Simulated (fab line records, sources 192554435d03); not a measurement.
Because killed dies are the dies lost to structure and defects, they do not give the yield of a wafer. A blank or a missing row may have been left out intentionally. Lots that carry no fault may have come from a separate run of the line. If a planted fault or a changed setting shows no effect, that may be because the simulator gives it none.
Struck lot and sound lot, side by side || flow n5Finfet || 35 out of 1938 route steps
Sound: these wafers, L789.4, L789.5, L789.6. The struck wafers were L802.4, L802.5, L802.6. At the end, the cause is stated.
For every step that has rows: the tool of each side, followed by ch and its chambers, followed by its first start. Under that, the readings that differ: sound wafers || struck wafers || difference of the means || sigmas: that difference in standard deviations of wafers without a fault.
alike: readings with means less than 2 such deviations apart, plus words and numbers identical on both sides. not compared: withheld readings, readings lacking a value on some wafer, bounds such as >300 that could conceal the same value, and numbers that have no deviation in the record and whose values overlap.
Wherever a step has rows on one side only, a row that says differs or no value, or a row with sigmas, the two part there. When numbers do not overlap yet have no deviation, they are printed without sigmas and do not part them. Lack of a reading on every wafer of one side parts them only where that side has two or more wafers.

first, 12 steps without rows for these wafers: N5_SD_EPI_P_STRIP_38 (strips in N2/H2); N5_SD_EPI_P_ETCHBACK_46 (etches SiNx in CH3F/O2, stops on SiO2, target depth 17.5 nm); N5_SD_EPI_P_ETCH_47 (etches SiOCN in CH3F/O2, target depth 25 nm); N5_SD_EPI_P_ETCH_16 (etches SiO2 in CHF3/O2, target depth 5 nm); N5_SD_EPI_P_STRIP_50 (strips in CHF3/O2); N5_SD_EPI_P_SD_RECESS_17 (chemistry HBr/Cl2/O2, target depth 39.1 nm, bt time 3 s); N5_SD_EPI_P_WET_ETCH_45 (etches SiO2 in dHF, time 10.7 s, target depth 2 nm, rinse time 30 s); N5_SD_EPI_P_STRIP_40 (strips in N2/H2); N5_SD_EPI_P_PRECLEAN_52 (cleans in O3/DIW, time 60 s); N5_SD_EPI_P_SRD_20 (time 30 s); N5_SD_EPI_P_PRECLEAN_51 (cleans in NF3:NH3, afs cycles 1, time 20 s, sublimation time 60 s); N5_SD_EPI_P_VAPOR_ETCH_44 (etches SiGe30 in NF3/Ar, time 3.3 s).
N5_SD_EPI_P_EPI_21: deposits SiGe:B, time 355 s.
  sound on epiRpcvd-02 ch 0, day 4 01:06; struck on epiRpcvd-02 ch 0, day 7 08:29
{"reading": "susceptorTempC (C)", "sound": "550.49 550.23 550.06", "struck": "548.70 548.85 548.70", "difference": -1.51, "sigmas": -6}
{"reading": "model.SiGe-B_of_SD_EPI_P_EPI_21.thkNm (nm)", "sound": "61.6 61.8 61.4", "struck": "60.2 60 59.2", "difference": -1.8, "sigmas": ""}
then, 20 steps without rows for these wafers: N5_SD_EPI_P_HM_STRIP_48 (strips SiNx in H3PO4, material SiNx, target depth 3 nm); N5_SD_EPI_P_SRD_49 (time 30 s); N5_SD_EPI_P_PRECLEAN_24 (cleans in O3/DIW, time 45 s); N5_SD_EPI_P_PRECLEAN_32 (cleans in dHF, time 10 s); N5_SD_EPI_P_PRECLEAN_33 (cleans in SC2, time 45 s); N5_SD_EPI_P_SRD_25 (time 30 s); N5_SD_ACTIVATION_RTA_00 (time 0 s); N5_SD_ACTIVATION_LSA_01 (time 0.0008 s); N5_ILD0_LINER_00 (material SiNx, target thk 4 nm, pulse time 1 s, purge time 2 s); N5_ILD0_FCVD_FILL_01 (material SiO2 flowable, target thk 200 nm, time 328.3 s); N5_ILD0_CURE_02 (time 1800 s); N5_ILD0_CMP_03 (polishes, stops on SiNx, t overpolish 1.9 s, target thk 197.38 nm); N5_ILD0_CMP_07 (polishes SiO2 flowable, stops on poly-Si, t overpolish 1.18 s, target thk 138.88 nm); N5_ILD0_PRECLEAN_10 (cleans in NF3:NH3, afs cycles 5, time 20 s, sublimation time 60 s); N5_ILD0_ALD_15 (deposits SiNx, target thk 24 nm, pulse time 1 s, ald cycles 480); N5_ILD0_CMP_12 (polishes SiNx, stops on poly-Si, t overpolish 6 s, target thk 17.67 nm); N5_SDB_HM_DEP_00 (deposits SiNx from SiH4/NH3/N2, target thk 40 nm, time 35.3 s); N5_SDB_COAT_03 (time 60 s, resist thk 100 nm); N5_SDB_COAT_04 (time 60 s, resist thk 18 nm); N5_SDB_COAT_05 (resist thk 90 nm).
N5_MOL_CONTACT_COAG_ETCH_110: etches Si in CF4/O2, target depth 2.5 nm, time 8 s.
  sound on rieDiel-06 ch 2,3, day 5 12:23; struck on rieDiel-04 ch 0,1,2, day 8 16:31
{"reading": "model.SiGe-B_of_SD_EPI_P_EPI_21.thkNm (nm)", "sound": "58.6 58.8 58.6", "struck": "57.2 57.2 56.2", "difference": -1.8, "sigmas": ""}
  alike: drypumpMotorCurrentA, mfcArSccm, oes_o_777_au, oesProductAu, rfVppV, showerheadPlenumPTorr, throttleValvePct
  not compared: rfHoursCounterH
-- here the record skips 3 days between the struck wafers' starts before and after, leaving off in module MOL_CONTACT_COAG and picking up in module BEOL_M4 (first step shown: number 1111 of the route) --
N5_BEOL_M4_RC_MEAS_101:
  sound on prober-02 ch 0, day 8 19:16; struck on prober-02 ch 0, day 12 04:21
{"reading": "VT_P (mV)", "sound": "-256 -258 -254", "struck": "-248 -248 -249", "difference": "+8", "sigmas": "+2"}
  alike: DIBL_N, DIBL_P, IOFF_N, IOFF_P, ION_N, ION_P, SS_N, SS_P, VT_N

WHERE THEY PART
Earliest at N5_SD_EPI_P_EPI_21; latest, in this record, at N5_BEOL_M4_RC_MEAS_101.

WHY: whatever the simulator had introduced
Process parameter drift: epiRpcvd-02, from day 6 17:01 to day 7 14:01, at N5_SD_EPI_P_EPI_21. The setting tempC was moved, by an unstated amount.
